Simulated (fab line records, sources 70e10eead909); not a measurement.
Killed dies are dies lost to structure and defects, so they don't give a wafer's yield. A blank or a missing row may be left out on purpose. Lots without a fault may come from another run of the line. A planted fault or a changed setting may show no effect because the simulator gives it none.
fab line records | flow nand_harc
record lots=24 wafers=72 last_day=34
route steps=1302 shown A_STAIRCASE@706
lots that met no fault: from a run of the same line without faults
start_h: hours from the record's first day to the start of the lot's first wafer shown | wait_h: hours since the lot's step before | " the same as in the row above | L1.1+2: a row that stands for several wafers | - no value, or no start given | * or withheld: withheld | < > ~ a bound
route shown NAME@n: a module of which the file shows steps, and the number in the route of the first | usual: mean/standard deviation of fault-free wafers | same: alike in all rows | chamber/n: place in a boat | sites: the reading at each site | _std_site: their standard deviation | _edge_site: outer sites' mean less inner sites' | radius_mm: how far each site lies from the wafer's centre | mask NAME#n: copy n | behind: the tool/chamber that last shaped the wafer | hold: why the lot was held/for how many hours/how that ended | device: the transistor (n, p or np) that didn't switch | end of line: the same wafers' tests at the end of the route | a step without rows: its recipe alone | killed: dies lost to structure and defects at the first sort, not the wafer's yield | map: a wafer's dies, x killed, . not, _ none there
set.NAME: the setting as run; set.NAME@STEP: as run at that earlier step | model.NAME: the simulator's own value behind a step, which no gauge read
steps of the route over a sample of lots; a table a step, a row a wafer
services: from which hour (start_h, from the record's first day; less than 0 if before it) a tool's chamber was out of use, for how many hours, and why
## steps
# step NHARC_A_STAIRCASE_ETCH_192
# recipe target_depth_a=1000 time_s=40.5 ion_energy_ev=400 c4f8_flow_sccm=20 o2_flow_sccm=10 ar_flow_sccm=withheld rf_w=600 bias_w=1000 chemistry=C4F8/O2
# usual bias_w=1000/3.1 oes_product_au=0.941/0.012 rf_vpp_V=894/4.5
# columns lot.wafer tool chamber start_h wait_h bias_w oes_product_au rf_hours_counter_h rf_vpp_V
L074.3 rie_diel-12 2 - - 1006 0.934 22 902
L074.5 " 2 " " 997 0.926 - 899
L074.6 " 3 " " 1003 0.953 - 900
L076.3 rie_diel-07 3 - - 1001 0.952 27 891
L076.1 " 1 " " 998 0.941 25 890
L076.4 " 1 " " 1000 0.939 - 890
L075.2 rie_diel-07 2 - - 1001 0.957 28 895
L075.4 " 3 " " 999 0.943 - 890
L075.5 " 1 " " 1001 0.939 - 890
L077.1 rie_diel-12 3 - - 995 0.956 37 899
L077.4 " 0 " " 998 0.926 29 894
L077.5 " 0 " " 1001 0.927 - 892
L078.2 rie_diel-12 3 - - 1003 0.944 43 900
L078.3 " 1 " " 999 0.933 43 891
L078.4 " 2 " " 999 0.930 38 900
L079.4 rie_diel-08 3 - - 999 0.929 11 901
L079.3 " 0 " " 1003 0.921 14 887
L079.1 " 1 " " 1003 0.963 13 891
L080.4 rie_diel-07 3 - - 997 0.947 40 890
L080.3 " 0 " " 999 0.941 27 894
L080.2 " 1 " " 1006 0.956 38 890
L081.3 rie_diel-12 2 - - 1001 0.935 47 898
L081.6 " 1 " " 1004 0.938 - 891
L081.5 " 2 " " 1001 0.939 - 898
L082.4 rie_diel-08 2 - - 999 0.942 18 900
L082.1 " 0 " " 1002 0.937 21 887
L082.6 " 2 " " 1002 0.940 - 899
L083.3 rie_diel-08 0 - - 1002 0.923 27 887
L083.4 " 1 " " 1000 0.956 29 892
L083.6 " 3 " " 995 0.931 - 900
L084.1 rie_diel-07 3 - - 1001 0.942 57 889
L084.2 " 0 " " 1007 0.949 45 893
L084.6 " 2 " " 999 0.954 - 896
L085.4 rie_diel-07 3 - - 1000 0.948 58 889
L085.1 " 0 " " 995 0.928 46 894
L085.5 " 0 " " 994 0.939 - 893
L087.1 rie_diel-08 1 - - 1001 0.948 38 892
L087.5 " 0 " " 999 0.935 - 887
L087.6 " 1 " " 998 0.946 - 892
L086.1 rie_diel-08 2 - - 998 0.933 34 900
L086.4 " 3 " " 998 0.929 35 902
L086.3 " 1 " " 1001 0.927 39 892
L088.1 rie_diel-07 0 - - 1004 0.952 5 894
L088.6 " 3 " " 996 0.936 - 889
L088.5 " 0 " " 999 0.955 - 892
L089.3 rie_diel-12 2 - - 998 0.931 16 899
L089.1 " 3 " " 1002 0.927 15 898
L089.6 " 1 " " 993 0.934 - 889
L090.2 rie_diel-07 3 - - 999 0.937 12 889
L090.5 " 3 " " 998 0.933 - 890
L090.6 " 0 " " 1000 0.928 - 893
L091.2 rie_diel-07 0 - - 1001 0.933 12 894
L091.3 " 1 " " 1002 0.947 12 891
L091.5 " 3 " " 997 0.936 - 890
L092.3 rie_diel-08 1 - - 1000 0.957 54 890
L092.2 " 2 " " 995 0.937 50 897
L092.5 " 3 " " 997 0.940 - 900
L093.2 rie_diel-12 2 - - 997 0.946 35 897
L093.4 " 0 " " 997 0.933 40 889
L093.5 " 3 " " 1000 0.940 - 897
L094.3 rie_diel-08 3 - - 1001 0.922 1 899
L094.2 " 2 " " 998 0.942 1 898
L094.5 " 0 " " 1001 0.949 - 907
L096.1 rie_diel-07 0 - - 999 0.958 32 894
L096.4 " 1 " " 998 0.970 29 890
L096.3 " 3 " " 1001 0.935 33 889
L095.3 rie_diel-12 0 - - 1002 0.947 50 892
L095.4 " 1 " " 1001 0.932 45 891
L095.6 " 0 " " 1000 0.958 - 892
L097.1 rie_diel-12 1 - - 1006 0.920 50 891
L097.4 " 2 " " 996 0.946 44 898
L097.5 " 1 " " 1001 0.920 - 891
# step NHARC_A_STAIRCASE_ETCH_223
# recipe target_depth_a=1000 time_s=40.5 ion_energy_ev=400 c4f8_flow_sccm=20 o2_flow_sccm=10 ar_flow_sccm=withheld rf_w=600 bias_w=1000 chemistry=C4F8/O2
# usual bias_w=1000.3/2.8 oes_product_au=0.943/0.017 rf_vpp_V=894/4
# columns lot.wafer tool chamber start_h wait_h bias_w oes_product_au rf_hours_counter_h rf_vpp_V
L074.3 rie_diel-12 0 - - 1001.4 0.933 18 893
L074.5 " 3 " " 1003.8 0.952 - 900
L074.6 " 0 " " 1006.4 0.932 - 894
L076.1 rie_diel-07 2 - - 997.2 0.952 29 896
L076.4 " 3 " " 995.5 0.951 28 893
L076.3 " 0 " " 1000.9 0.920 24 894
L075.2 rie_diel-12 0 - - 996.6 0.925 24 894
L075.4 " 1 " " 1000.7 0.932 32 892
L075.5 " 3 " " 1003.6 0.936 - 900
L077.1 rie_diel-07 2 - - 1003.5 0.961 33 895
L077.5 " 3 " " 1003.3 0.948 - 889
L077.4 " 1 " " 1004.3 0.932 - 890
L078.4 rie_diel-12 0 - - 1003.0 0.918 38 894
L078.3 " 2 " " 1004.2 0.929 40 899
L078.2 " 3 " " 994.8 0.939 45 899
L079.1 rie_diel-12 1 - - 1004.7 0.928 45 892
L079.4 " 2 " " 1002.0 0.929 40 899
L079.3 " 0 " " 999.3 0.920 38 893
L080.2 rie_diel-07 0 - - 1000.7 0.925 28 894
L080.4 " 1 " " 1002.9 0.936 39 891
L080.3 " 2 " " 1002.7 0.960 42 896
L081.3 rie_diel-12 2 - - 1001.3 0.932 47 899
L081.5 " 3 " " 999.0 0.955 - 899
L081.6 " 0 " " 998.0 0.939 - 892
L082.4 rie_diel-08 2 - - 1002.8 0.947 18 900
L082.1 " 3 " " 999.7 0.961 19 900
L082.6 " 2 " " 1000.4 0.973 - 899
L083.4 rie_diel-12 3 - - 994.3 0.929 2 900
L083.3 " 2 " " 999.4 0.934 1 899
L083.6 " 3 " " 994.2 0.928 - 897
L084.2 rie_diel-12 3 - - 997.9 0.924 5 898
L084.1 " 2 " " 999.4 0.921 3 898
L084.6 " 3 " " 1001.5 0.933 - 901
L085.4 rie_diel-08 1 471.77 - 998.0 1.008 35 891
L085.1 " 2 " " 1002.2 1.007 31 899
L085.5 " 3 " " 998.7 1.001 - 900
L087.1 rie_diel-07 3 - - 999.4 0.933 0 889
L087.6 " 1 " " 1001.5 0.966 - 891
L087.5 " 2 " " 999.0 0.950 - 893
L086.4 rie_diel-08 1 - - 1000.0 0.955 40 892
L086.1 " 2 " " 998.6 0.972 36 897
L086.3 " 0 " " 1003.8 0.928 40 886
L088.1 rie_diel-07 3 - - 1002.2 0.933 6 890
L088.6 " 1 " " 1005.2 0.955 - 891
L088.5 " 2 " " 999.8 0.944 - 893
L089.1 rie_diel-07 3 - - 996.8 0.931 6 890
L089.3 " 0 " " 998.9 0.943 6 894
L089.6 " 3 " " 997.3 0.937 - 890
L090.2 rie_diel-07 3 - - 1000.3 0.928 12 889
L090.5 " 0 " " 999.3 0.931 - 894
L090.6 " 1 " " 998.9 0.949 - 891
L091.3 rie_diel-07 0 - - 1005.3 0.936 14 893
L091.2 " 3 " " 1001.1 0.912 16 889
L091.5 " 0 " " 1001.2 0.935 - 894
L092.3 rie_diel-08 1 - - 998.9 0.962 55 891
L092.2 " 2 " " 994.4 0.951 51 899
L092.5 " 0 " " 1004.8 0.943 - 888
L093.2 rie_diel-12 0 - - 998.1 0.929 42 893
L093.4 " 2 " " 996.1 0.930 36 898
L093.5 " 0 " " 994.6 0.933 - 891
L094.3 rie_diel-07 3 - - 1001.4 0.921 29 890
L094.2 " 0 " " 996.4 0.928 27 893
L094.5 " 3 " " 1002.9 0.906 - 889
L096.3 rie_diel-08 3 - - 1002.3 0.936 7 899
L096.1 " 0 " " 1003.9 0.958 10 906
L096.4 " 1 " " 1003.9 0.945 11 890
L095.3 rie_diel-12 0 - - 996.5 0.933 50 891
L095.4 " 2 " " 999.2 0.945 43 898
L095.6 " 1 " " 1000.5 0.933 - 890
L097.4 rie_diel-07 2 - - 1001.3 0.949 40 895
L097.1 " 0 " " 1000.1 0.936 43 894
L097.5 " 2 " " 1008.8 0.946 - 894
# step NHARC_A_STAIRCASE_ETCH_230
# recipe target_depth_a=1000 time_s=40.5 ion_energy_ev=400 c4f8_flow_sccm=20 o2_flow_sccm=10 ar_flow_sccm=withheld rf_w=600 bias_w=1000 chemistry=C4F8/O2
# usual bias_w=1000.2/2.6 oes_product_au=0.949/0.017 rf_vpp_V=895/4.7
# columns lot.wafer tool chamber start_h wait_h bias_w oes_product_au rf_hours_counter_h rf_vpp_V
L074.3 rie_diel-12 1 - - 1001.3 0.938 27 892
L074.5 " 0 " " 1004.1 0.932 - 895
L074.6 " 1 " " 1003.9 0.952 - 893
L076.4 rie_diel-08 2 - - 998.9 0.975 1 900
L076.3 " 3 " " 1000.6 0.969 1 900
L076.1 " 1 " " 1002.2 0.974 1 891
L075.4 rie_diel-12 2 - - 1001.9 0.946 29 900
L075.2 " 0 " " 999.9 0.937 24 892
L075.5 " 2 " " 1004.7 0.955 - 899
L077.4 rie_diel-12 2 - - 1000.0 0.967 33 899
L077.1 " 3 " " 997.8 0.981 38 899
L077.5 " 1 " " 999.4 0.948 - 892
L078.3 rie_diel-07 1 - - 999.7 0.963 37 891
L078.4 " 2 " " 998.1 0.985 40 895
L078.2 " 0 " " 1000.0 0.965 26 897
L079.1 rie_diel-12 3 - - 1003.0 0.955 46 899
L079.3 " 0 " " 1000.3 0.934 38 892
L079.4 " 2 " " 998.7 0.933 41 899
L080.4 rie_diel-08 1 - - 1001.6 0.993 15 892
L080.2 " 2 " " 1000.7 0.949 12 898
L080.3 " 0 " " 1002.0 0.954 16 887
L081.3 rie_diel-12 3 - - 999.3 0.951 52 899
L081.5 " 2 " " 1003.0 0.943 - 898
L081.6 " 3 " " 998.5 0.949 - 899
L082.4 rie_diel-08 3 - - 997.7 0.946 20 901
L082.1 " 0 " " 994.2 0.912 22 888
L082.6 " 2 " " 1000.8 0.952 - 898
L083.4 rie_diel-08 0 - - 996.7 0.942 29 888
L083.3 " 2 " " 999.0 0.976 26 899
L083.6 " 3 " " 998.3 0.979 - 900
L084.2 rie_diel-08 3 - - 999.1 0.958 28 901
L084.1 " 0 " " 998.2 0.948 31 888
L084.6 " 0 " " 993.8 0.946 - 886
L085.4 rie_diel-08 2 - - 996.6 0.947 31 899
L085.1 " 0 " " 1000.0 0.939 34 887
L085.5 " 3 " " 997.9 0.960 - 900
L087.1 rie_diel-07 1 - - 1003.2 0.972 1 891
L087.6 " 1 " " 999.5 0.974 - 891
L087.5 " 2 " " 1001.7 0.942 - 894
L086.1 rie_diel-08 2 - - 1000.2 0.950 36 897
L086.3 " 3 " " 996.3 0.944 37 901
L086.4 " 1 " " 1002.3 0.948 - 891
L088.1 rie_diel-08 3 - - 1000.4 0.926 41 901
L088.5 " 2 " " 1002.9 0.933 - 900
L088.6 " 3 " " 999.3 0.925 - 900
L089.3 rie_diel-07 2 - - 993.4 0.933 7 896
L089.1 " 1 " " 994.2 0.956 7 890
L089.6 " 3 " " 1000.2 0.922 - 889
L090.2 rie_diel-07 0 - - 1004.7 0.946 11 894
L090.6 " 2 " " 998.5 0.940 - 894
L090.5 " 3 " " 999.6 0.930 - 889
L091.2 rie_diel-07 1 - - 1001.1 0.963 14 891
L091.3 " 3 " " 998.3 0.919 17 888
L091.5 " 0 " " 1000.2 0.953 - 894
L092.2 rie_diel-08 2 - - 998.6 0.935 52 900
L092.3 " 3 " " 996.0 0.944 51 901
L092.5 " 1 " " 1001.7 0.945 - 892
L093.4 rie_diel-12 1 - - 1001.3 0.921 39 889
L093.2 " 0 " " 999.6 0.948 42 892
L093.5 " 1 " " 998.8 0.930 - 889
L094.3 rie_diel-08 2 - - 1000.5 0.950 2 898
L094.2 " 3 " " 1000.2 0.962 2 900
L094.5 " 3 " " 1003.6 0.960 - 899
L096.4 rie_diel-08 3 - - 999.5 0.948 8 899
L096.1 " 1 " " 997.9 0.948 11 890
L096.3 " 2 " " 1003.1 0.942 8 898
L095.3 rie_diel-07 0 - - 1004.3 0.923 33 892
L095.4 " 3 " " 1005.3 0.914 34 889
L095.6 " 0 " " 1002.5 0.926 - 895
L097.4 rie_diel-12 3 - - 1005.4 0.931 51 898
L097.1 " 2 " " 1000.1 0.957 47 898
L097.5 " 3 " " 1004.6 0.929 - 897
# step NHARC_A_STAIRCASE_ETCH_292
# recipe cf4_flow_sccm=100 chf3_flow_sccm=30 ar_flow_sccm=0 rf_w=500 bias_w=200 chemistry=CF4/CHF3
# usual bias_w=200.0/0.59 cf4_flow_sccm=100.0/0.33 drypump_motor_current_A=5.8/0.35 oes_product_au=0.941/0.024 rf_vpp_V=369.9/2.1 showerhead_plenum_p_Torr=1.55/0.056 throttle_valve_pct=16.802/0.0093
# columns lot.wafer tool chamber start_h wait_h bias_w cf4_flow_sccm drypump_motor_current_A oes_product_au rf_hours_counter_h rf_vpp_V showerhead_plenum_p_Torr throttle_valve_pct
L074.3 rie_diel-07 1 372.00 0.1 200.1 99.9 6.3 0.967 24 368.0 1.52 16.795
L074.6 " 1 " " 200.1 100.2 6.3 0.945 - 368.4 1.51 16.799
L074.5 " 2 " " 200.1 100.3 5.9 0.974 - 371.9 1.57 16.812
L075.2 rie_diel-07 2 395.95 0.1 200.1 100.0 5.9 0.942 33 369.8 1.56 16.792
L075.4 " 1 " " 198.9 99.9 6.3 0.935 - 369.1 1.51 16.807
L075.5 " 3 " " 199.8 99.6 4.8 0.928 - 368.1 1.50 16.802
L076.3 rie_diel-12 0 396.31 0.1 199.5 100.0 5.8 0.954 30 368.3 1.54 16.802
L076.1 " 1 " " 198.7 99.4 5.6 0.969 37 370.3 1.52 16.807
L076.4 " 2 " " 200.0 100.2 5.8 0.955 34 372.7 1.61 16.797
L077.4 rie_diel-08 1 411.63 0.1 200.0 100.3 5.4 0.941 14 369.0 1.52 16.820
L077.1 " 2 " " 199.3 99.9 5.9 0.921 11 371.3 1.61 16.801
L077.5 " 1 " " 199.3 100.0 5.5 0.935 - 369.9 1.52 16.790
L078.2 rie_diel-08 0 425.97 0.1 200.3 100.0 5.8 0.960 17 366.5 1.46 16.796
L078.3 " 1 " " 199.7 99.5 5.4 0.995 16 367.4 1.52 16.806
L078.4 " 3 " " 200.0 99.9 6.4 0.982 15 373.2 1.63 16.801
L079.4 rie_diel-12 2 430.17 0.1 199.5 99.6 5.8 0.915 45 369.4 1.61 16.784
L079.1 " 3 " " 199.4 100.0 6.0 0.921 49 371.9 1.61 16.790
L079.3 " 0 " " 198.9 100.3 5.7 0.911 44 368.7 1.54 16.797
L080.3 rie_diel-12 0 430.46 0.2 199.7 99.8 5.8 0.920 44 369.0 1.54 16.798
L080.4 " 1 " " 199.8 100.1 5.6 0.917 51 369.2 1.52 16.812
L080.2 " 3 " " 199.3 100.0 6.0 0.928 49 373.2 1.61 16.807
L081.3 rie_diel-08 0 453.67 0.1 199.8 100.1 5.8 0.917 26 368.3 1.46 16.807
L081.5 " 0 " " 199.0 100.0 5.8 0.908 - 366.2 1.46 16.786
L081.6 " 1 " " 201.2 100.1 5.4 0.944 - 368.6 1.52 16.772
L082.4 rie_diel-08 3 461.73 0.1 199.4 100.2 6.4 0.910 26 373.5 1.63 16.799
L082.1 " 2 " " 200.1 99.8 5.9 0.939 27 371.0 1.61 16.801
L082.6 " 0 " " 199.7 99.9 5.8 0.903 - 365.7 1.46 16.796
L083.3 rie_diel-12 2 481.38 1.6 200.1 100.5 5.8 0.917 11 370.9 1.61 16.810
L083.4 " 3 " " 199.2 99.1 6.0 0.917 11 371.6 1.61 16.802
L083.6 " 2 " " 199.8 100.0 5.9 0.917 - 372.5 1.61 16.799
L084.2 rie_diel-12 2 485.40 0.1 200.3 99.5 5.8 0.922 12 371.7 1.61 16.822
L084.1 " 3 " " 199.8 100.5 6.0 0.914 13 371.1 1.61 16.813
L084.6 " 2 " " 200.6 99.2 5.8 0.919 - 372.6 1.61 16.809
L085.4 rie_diel-07 2 491.01 0.1 199.9 100.1 5.9 0.916 3 369.7 1.56 16.810
L085.1 " 0 " " 199.9 100.0 5.9 0.928 3 369.4 1.55 16.796
L085.5 " 2 " " 200.8 100.3 5.9 0.927 - 369.1 1.56 16.814
L087.1 rie_diel-07 0 498.98 0.1 199.8 100.3 5.9 0.966 4 368.4 1.55 16.804
L087.6 " 0 " " 200.0 100.2 5.8 0.960 - 371.4 1.55 16.809
L087.5 " 1 " " 200.9 100.4 6.3 0.999 - 368.8 1.51 16.791
L086.4 rie_diel-08 1 501.24 0.1 200.4 99.8 5.4 0.928 44 368.1 1.51 16.799
L086.1 " 2 " " 200.2 100.2 5.9 0.924 40 371.4 1.61 16.801
L086.3 " 3 " " 199.9 99.6 6.4 0.932 40 372.6 1.63 16.807
L088.1 rie_diel-12 0 520.41 0.1 199.3 99.2 5.7 0.958 26 367.7 1.53 16.810
L088.6 " 0 " " 198.6 99.7 5.7 0.948 - 369.4 1.53 16.792
L088.5 " 1 " " 202.2 100.1 5.6 0.957 - 369.2 1.51 16.796
L089.1 rie_diel-12 3 522.96 0.1 200.2 100.1 6.0 0.961 23 371.9 1.60 16.815
L089.3 " 0 " " 199.3 100.3 5.8 0.980 27 369.2 1.53 16.790
L089.6 " 3 " " 199.7 100.4 6.0 0.967 - 372.0 1.60 16.801
L090.2 rie_diel-07 0 541.89 0.1 200.0 100.4 5.8 0.918 14 369.1 1.55 16.780
L090.6 " 2 " " 198.9 100.2 5.9 0.932 - 370.0 1.56 16.800
L090.5 " 3 " " 201.2 100.0 4.9 0.920 - 367.6 1.49 16.795
L091.3 rie_diel-08 3 555.79 0.1 199.8 100.6 6.4 0.940 0 372.7 1.62 16.791
L091.2 " 0 " " 199.5 99.3 5.8 0.952 0 375.2 1.70 16.814
L091.5 " 2 " " 199.9 100.1 5.9 0.958 - 370.9 1.60 16.797
L092.2 rie_diel-07 0 556.51 0.1 200.9 99.8 5.9 0.919 26 368.7 1.54 16.804
L092.3 " 2 " " 199.8 100.1 5.9 0.914 25 369.3 1.55 16.793
L092.5 " 3 " " 200.1 100.1 4.9 0.907 - 367.5 1.49 16.790
L093.2 rie_diel-12 2 573.22 0.1 199.4 99.8 5.9 0.956 41 370.5 1.60 16.807
L093.4 " 3 " " 199.9 100.0 6.0 0.935 43 373.0 1.60 16.812
L093.5 " 1 " " 199.9 100.2 5.6 0.956 - 370.0 1.51 16.810
L094.2 rie_diel-08 1 576.72 0.1 199.2 99.6 5.4 0.968 10 369.6 1.51 16.799
L094.3 " 3 " " 200.2 100.0 6.4 0.967 7 372.9 1.62 16.809
L094.5 " 0 " " 199.8 100.6 5.8 0.989 - 373.8 1.70 16.813
L096.3 rie_diel-08 1 592.93 0.2 200.2 100.0 5.4 0.932 13 368.5 1.51 16.818
L096.1 " 0 " " 200.3 99.9 5.8 0.934 13 373.5 1.70 16.783
L096.4 " 2 " " 200.5 100.2 5.9 0.920 - 371.7 1.60 16.787
L095.3 rie_diel-12 3 594.69 0.1 200.2 100.4 6.0 0.958 46 371.3 1.60 16.827
L095.4 " 1 " " 200.4 100.0 5.6 0.954 - 368.6 1.51 16.795
L095.6 " 0 " " 201.0 99.7 5.8 0.951 - 369.5 1.52 16.799
L097.4 rie_diel-07 0 625.87 0.1 200.1 99.3 5.8 0.959 47 369.0 1.54 16.816
L097.1 " 2 " " 199.1 99.9 5.9 0.976 44 370.3 1.55 16.800
L097.5 " 0 " " 199.8 99.4 5.8 0.963 - 369.4 1.54 16.809
# step NHARC_A_STAIRCASE_STRIP_316
# recipe o2_flow_sccm=500 ar_flow_sccm=0 bias_w=0 chemistry=O2
# usual drypump_motor_current_A=5.8/0.38 oes_product_au=0.999/0.011 rf_vpp_V=57.6/0.81 showerhead_plenum_p_Torr=3.47/0.11 throttle_valve_pct=17.036/0.0087
# same bias_w=0
# columns lot.wafer tool chamber start_h wait_h drypump_motor_current_A oes_product_au rf_hours_counter_h rf_vpp_V showerhead_plenum_p_Torr throttle_valve_pct
L074.3 rie_diel-07 1 - - 6.3 0.985 27 56.8 3.40 17.040
L074.6 " 1 " " 6.3 0.997 - 56.8 3.40 17.038
L074.5 " 2 " " 5.9 1.007 - 56.5 3.51 17.040
L075.4 rie_diel-12 1 - - 5.6 0.996 43 56.9 3.41 17.033
L075.2 " 3 " " 6.1 0.998 42 57.8 3.62 17.024
L075.5 " 2 " " 5.9 0.993 - 58.4 3.61 17.038
L076.1 rie_diel-08 0 - - 5.8 0.984 14 56.0 3.29 17.054
L076.4 " 1 " " 5.4 1.008 13 54.9 3.41 17.033
L076.3 " 2 " " 5.9 0.995 10 58.6 3.62 17.018
L077.1 rie_diel-12 1 - - 5.6 0.991 47 58.0 3.41 17.048
L077.4 " 2 " " 5.9 0.996 42 57.3 3.61 17.028
L077.5 " 1 " " 5.6 0.996 - 56.8 3.41 17.037
L078.2 rie_diel-07 1 - - 6.3 1.010 43 58.2 3.39 17.033
L078.3 " 2 " " 5.9 1.012 44 57.9 3.50 17.045
L078.4 " 3 " " 4.9 0.993 44 58.6 3.36 17.039
L079.3 rie_diel-12 2 - - 5.9 0.988 46 58.4 3.61 17.046
L079.1 " 3 " " 6.0 1.003 51 58.7 3.61 17.038
L079.4 " 0 " " 5.8 0.986 46 57.7 3.44 17.023
L080.2 rie_diel-07 0 - - 5.9 1.002 33 56.8 3.48 17.035
L080.3 " 1 " " 6.3 1.013 44 58.8 3.39 17.042
L080.4 " 3 " " 4.9 0.995 45 57.6 3.36 17.027
L081.3 rie_diel-07 0 - - 5.9 0.999 45 57.8 3.48 17.028
L081.5 " 3 " " 4.9 1.014 - 57.0 3.36 17.031
L081.6 " 0 " " 5.9 1.001 - 57.2 3.48 17.038
L082.4 rie_diel-07 0 - - 5.9 1.006 46 57.6 3.48 17.041
L082.1 " 1 " " 6.3 0.996 55 58.3 3.38 17.037
L082.6 " 2 " " 5.9 1.019 - 57.1 3.50 17.048
L083.4 rie_diel-07 0 - - 5.8 1.009 3 56.9 3.47 17.028
L083.3 " 1 " " 6.3 1.026 2 58.6 3.38 17.028
L083.6 " 1 " " 6.3 1.025 - 57.3 3.38 17.036
L084.1 rie_diel-08 3 - - 6.4 1.012 39 57.3 3.65 17.038
L084.2 " 1 " " 5.5 1.009 43 57.1 3.39 17.038
L084.6 " 0 " " 5.8 0.985 - 56.6 3.27 17.038
L085.4 rie_diel-07 3 - - 4.9 0.996 5 56.5 3.35 17.034
L085.1 " 1 " " 6.3 1.026 5 57.3 3.38 17.029
L085.5 " 3 " " 4.9 1.002 - 57.8 3.35 17.041
L087.1 rie_diel-08 1 - - 5.5 1.001 46 57.6 3.39 17.035
L087.6 " 1 " " 5.5 1.014 - 55.8 3.39 17.046
L087.5 " 2 " " 5.9 1.001 - 56.4 3.60 17.030
L086.4 rie_diel-08 0 - - 5.8 0.992 44 57.5 3.27 17.042
L086.3 " 1 " " 5.5 1.015 46 56.0 3.39 17.027
L086.1 " 2 " " 5.9 1.005 41 57.2 3.60 17.030
L088.1 rie_diel-12 0 - - 5.8 0.998 27 59.4 3.43 17.032
L088.5 " 0 " " 5.8 1.007 - 58.4 3.43 17.046
L088.6 " 1 " " 5.6 0.989 - 57.0 3.39 17.033
L089.1 rie_diel-12 0 - - 5.8 0.996 28 58.1 3.43 17.044
L089.3 " 2 " " 5.9 1.001 24 57.5 3.59 17.050
L089.6 " 3 " " 6.0 0.987 - 57.8 3.60 17.036
L090.2 rie_diel-07 0 - - 5.8 0.992 21 58.4 3.46 17.039
L090.6 " 3 " " 4.9 0.975 - 56.2 3.34 17.047
L090.5 " 0 " " 5.8 0.997 - 57.2 3.46 17.030
L091.3 rie_diel-12 0 - - 5.8 0.990 43 56.5 3.42 17.042
L091.2 " 3 " " 6.1 0.975 38 58.8 3.59 17.008
L091.5 " 1 " " 5.6 0.989 - 57.2 3.38 17.042
L092.2 rie_diel-12 0 - - 5.8 1.003 44 56.2 3.42 17.027
L092.3 " 1 " " 5.6 0.996 41 59.0 3.38 17.033
L092.5 " 2 " " 5.8 1.010 - 57.5 3.58 17.034
L093.4 rie_diel-07 1 - - 6.3 1.014 30 57.2 3.37 17.042
L093.2 " 2 " " 5.9 1.003 31 57.8 3.48 17.050
L093.5 " 0 " " 5.8 1.010 - 57.1 3.46 17.024
L094.3 rie_diel-12 1 - - 5.7 0.992 46 57.7 3.38 17.047
L094.2 " 0 " " 5.8 1.001 51 58.2 3.42 17.035
L094.5 " 1 " " 5.6 0.986 - 55.9 3.38 17.043
L096.3 rie_diel-08 0 - - 5.8 1.021 15 57.1 3.80 17.024
L096.1 " 2 " " 5.9 0.990 12 58.0 3.59 17.046
L096.4 " 3 " " 6.4 0.993 10 57.1 3.63 17.023
L095.3 rie_diel-08 3 - - 6.4 0.994 11 58.1 3.64 17.038
L095.4 " 1 " " 5.5 1.005 15 57.3 3.38 17.036
L095.6 " 3 " " 6.4 0.995 - 58.4 3.64 17.045
L097.4 rie_diel-07 2 - - 6.0 0.984 48 57.0 3.47 17.031
L097.1 " 0 " " 5.8 0.999 51 58.4 3.45 17.040
L097.5 " 2 " " 6.0 0.993 - 57.5 3.47 17.032
# step NHARC_A_STAIRCASE_DEP_325
# recipe target_thk_a=72000 temp_c=400 target_thk_nm=7200 teos_flow_sccm=200 rf_w=500 material=SiO2
# usual heater_power_w=701/110
# columns lot.wafer tool chamber start_h wait_h heater_power_w
L074.3 pecvd-01 1 416.84 0.3 596
L074.6 " 2 " " 505
L074.5 " 0 " " 755
L076.1 pecvd-02 1 436.42 0.1 676
L076.3 " 2 " " 734
L076.4 " 0 " " 753
L075.2 pecvd-01 1 436.52 0.2 671
L075.5 " 0 " " 735
L075.4 " 2 " " 516
L077.1 pecvd-02 0 448.14 0.2 937
L077.4 " 2 " " 610
L077.5 " 0 " " 760
L080.2 pecvd-02 0 464.96 0.1 823
L080.3 " 1 " " 748
L080.4 " 1 " " 607
L078.3 pecvd-01 2 465.18 0.3 567
L078.2 " 0 " " 919
L078.4 " 2 " " 498
L079.3 pecvd-04 1 465.28 0.4 895
L079.1 " 2 " " 856
L079.4 " 1 " " 731
L081.3 pecvd-02 1 497.47 0.3 616
L081.6 " 0 " " 724
L081.5 " 1 " " 612
L082.1 pecvd-04 0 503.06 0.4 664
L082.6 " 2 " " 738
L082.4 " 1 " " 731
L084.2 pecvd-01 2 525.26 0.1 630
L084.1 " 0 " " 886
L084.6 " 1 " " 544
L083.3 pecvd-02 2 525.45 0.3 756
L083.4 " 0 " " 754
L083.6 " 1 " " 593
L085.1 pecvd-02 1 535.10 0.3 738
L085.4 " 2 " " 616
L085.5 " 0 " " 734
L087.1 pecvd-04 0 535.11 0.3 711
L087.5 " 1 " " 743
L087.6 " 0 " " 622
L086.3 pecvd-04 0 541.59 0.2 703
L086.1 " 1 " " 834
L086.4 " 2 " " 726
L089.3 pecvd-04 2 558.74 0.2 892
L089.1 " 0 " " 784
L089.6 " 2 " " 715
L088.1 pecvd-02 1 558.83 0.3 687
L088.6 " 0 " " 733
L088.5 " 1 " " 601
L090.2 pecvd-02 2 581.97 0.1 701
L090.6 " 2 " " 607
L090.5 " 0 " " 756
L091.3 pecvd-04 1 594.36 0.1 842
L091.2 " 2 " " 853
L091.5 " 1 " " 735
L092.3 pecvd-01 2 594.46 0.2 662
L092.2 " 0 " " 872
L092.5 " 1 " " 548
L093.2 pecvd-01 0 611.38 0.2 869
L093.5 " 2 " " 523
L093.4 " 0 " " 701
L094.2 pecvd-02 1 618.64 0.1 766
L094.3 " 2 " " 552
L094.5 " 2 " " 544
L096.1 pecvd-04 2 630.89 0.2 880
L096.3 " 0 " " 652
L096.4 " 2 " " 703
L095.3 pecvd-01 0 631.03 0.3 705
L095.4 " 2 " " 519
L095.6 " 0 " " 698
L097.1 pecvd-02 1 670.54 0.2 664
L097.4 " 0 " " 696
L097.5 " 1 " " 618
## services
# columns tool chamber start_h hours kind
rie_diel-08 2 342.26 1.4 repair
pecvd-01 0 345.68 12.7 repair
rie_diel-07 3 347.17 4.9 repair
pecvd-02 - 367.17 1.8 repair
rie_diel-08 - 367.88 9.0 pm
rie_diel-07 0 385.23 18.2 repair
pecvd-02 2 390.74 9.9 repair
pecvd-02 - 410.66 13.0 pm
pecvd-04 1 419.09 3.8 repair
rie_diel-08 0 431.78 2.8 repair
rie_diel-12 - 447.46 9.0 pm
rie_diel-08 0 481.63 3.7 repair
rie_diel-08 - 488.25 0.8 repair
rie_diel-12 1 544.04 2.3 repair
rie_diel-08 - 544.88 9.0 pm
rie_diel-12 2 582.04 17.2 repair
rie_diel-08 3 590.36 5.6 repair
pecvd-02 - 591.66 13.0 pm
rie_diel-08 2 611.67 5.8 repair
rie_diel-12 - 624.46 9.0 pm
rie_diel-12 1 633.81 3.7 repair
rie_diel-12 2 638.94 16.7 repair
rie_diel-07 - 642.46 0.2 repair
rie_diel-07 - 648.35 9.0 pm
## key
fault none
